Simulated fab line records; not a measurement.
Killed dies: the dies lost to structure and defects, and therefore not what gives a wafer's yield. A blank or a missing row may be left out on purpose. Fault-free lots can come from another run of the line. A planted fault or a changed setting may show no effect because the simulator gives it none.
Split-lot study | flow n5Finfet | 21 wafers read from 7 lots, route of 1938 steps

## ABOUT THE SPLIT
At N5_SD_EPI_P_DESCUM_14 (chemistry O2, time 7.9 s), the setting timeS was moved away from the recipe's 7.9 s on 7 of the 21 wafers read, by -21.1% to -16.2%. All remaining wafers had this setting at the recipe value.

Reading taken at the split's own step.

## THE READING
CAR-ArF-block_of_SD_EPI_P_COAT_03.thkNm (the simulator's own value, which no gauge read), in nm, at N5_SD_EPI_P_DESCUM_14 (chemistry O2, time 7.9 s). The file does not state a usual value for it. Average 143.2 nm, standard deviation 0.35 nm, over the 14 wafers here run with the recipe.

wafer  | tool, chamber at the split | timeS as run, s | against the recipe | CAR-ArF-block_of_SD_EPI_P_COAT_03.thkNm, nm | against lot-mates on the recipe
L078.1 | rieDiel-04, 1              | 6.26            | -20.8%             | 144.8                                       | +1.0
L078.4 | rieDiel-04, 3              | 7.9             | recipe             | 143.8                                       | -
L078.6 | rieDiel-04, 3              | 6.26            | -20.8%             | 144.6                                       | +0.8
L079.2 | rieDiel-01, 0              | 7.9             | recipe             | 143.2                                       | -
L079.3 | rieDiel-01, 2              | 6.232           | -21.1%             | 144.8                                       | +1.6
L079.5 | rieDiel-01, 3              | 6.232           | -21.1%             | 144.6                                       | +1.4
L082.4 | rieDiel-03, 3              | 7.9             | recipe             | 143.2                                       | -
L082.5 | rieDiel-03, 3              | 7.9             | recipe             | 143.2                                       | -
L082.6 | rieDiel-03, 2              | 7.9             | recipe             | 143.4                                       | -
L083.2 | rieDiel-01, 0              | 7.9             | recipe             | 143.8                                       | -
L083.4 | rieDiel-01, 3              | 7.9             | recipe             | 143.6                                       | -
L083.6 | rieDiel-01, 3              | 7.9             | recipe             | 143.4                                       | -
L086.3 | rieDiel-04, 3              | 7.9             | recipe             | 143.2                                       | -
L086.5 | rieDiel-04, 3              | 7.9             | recipe             | 143                                         | -
L086.6 | rieDiel-04, 1              | 7.9             | recipe             | 142.8                                       | -
L093.1 | rieDiel-03, 1              | 6.62            | -16.2%             | 144                                         | no lot-mate on the recipe
L093.5 | rieDiel-03, 0              | 6.62            | -16.2%             | 143.8                                       | no lot-mate on the recipe
L093.6 | rieDiel-03, 1              | 6.62            | -16.2%             | 144                                         | no lot-mate on the recipe
L097.1 | rieDiel-04, 1              | 7.9             | recipe             | 142.6                                       | -
L097.5 | rieDiel-04, 2              | 7.9             | recipe             | 143.4                                       | -
L097.6 | rieDiel-04, 3              | 7.9             | recipe             | 142.8                                       | -

FIT RESULTS
A straight line over all 21 wafers: CAR-ArF-block_of_SD_EPI_P_COAT_03.thkNm changes by -0.062 nm for each +1% of timeS; r = -0.87; the points scatter about the line by 0.34 nm.
The same after taking each lot's own level away (the mean of its wafers on the recipe; 18 wafers): -0.0575 nm for each +1%; r = -0.91; scatter 0.24 nm.
On that fit, the largest move of timeS shifts the reading by 1.2 nm.
From 142.93 to 143.80 nm: that is the span of the lots' own levels, equal to 2.5 times the standard deviation above.
Hence the lot-to-lot level has little effect on the slope; both slopes agree.
Check: for one of the wafers moved furthest among these (-21.1%), held out of the fit, the line's prediction against its lot-mates is +1.08 nm. It came out at +1.6 nm against them.

## THESE WAFERS: OTHER SPLITS
These wafers also went through other splits before the reading. Each is held against what the fit with the lots' levels taken away leaves over:
other split on the same wafers        | wafers away from the commonest value | r with CAR-ArF-block_of_SD_EPI_P_COAT_03.thkNm (lot level and that fit taken away)
N5_ZERO_LAYER_EXPOSE_08 doseMj        | 8                                    | -0.19
N5_ZERO_LAYER_DEVELOP_10 developTimeS | 9                                    | -0.04
N5_WELL_APT_COAT_02 spinRpm           | 5                                    | +0.49
N5_DUMMY_GATE_CVD_03 tempC            | 18                                   | -0.03
N5_DUMMY_GATE_COAT_34 spinRpm         | 8                                    | +0.30
N5_SD_EPI_P_PEB_07 pebTimeS           | 11                                   | +0.00

## FILE'S OWN FIT
CAR-ArF-block_of_SD_EPI_P_COAT_03.thkNm changes by -0.0574 nm for each +1% of timeS, r = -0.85.
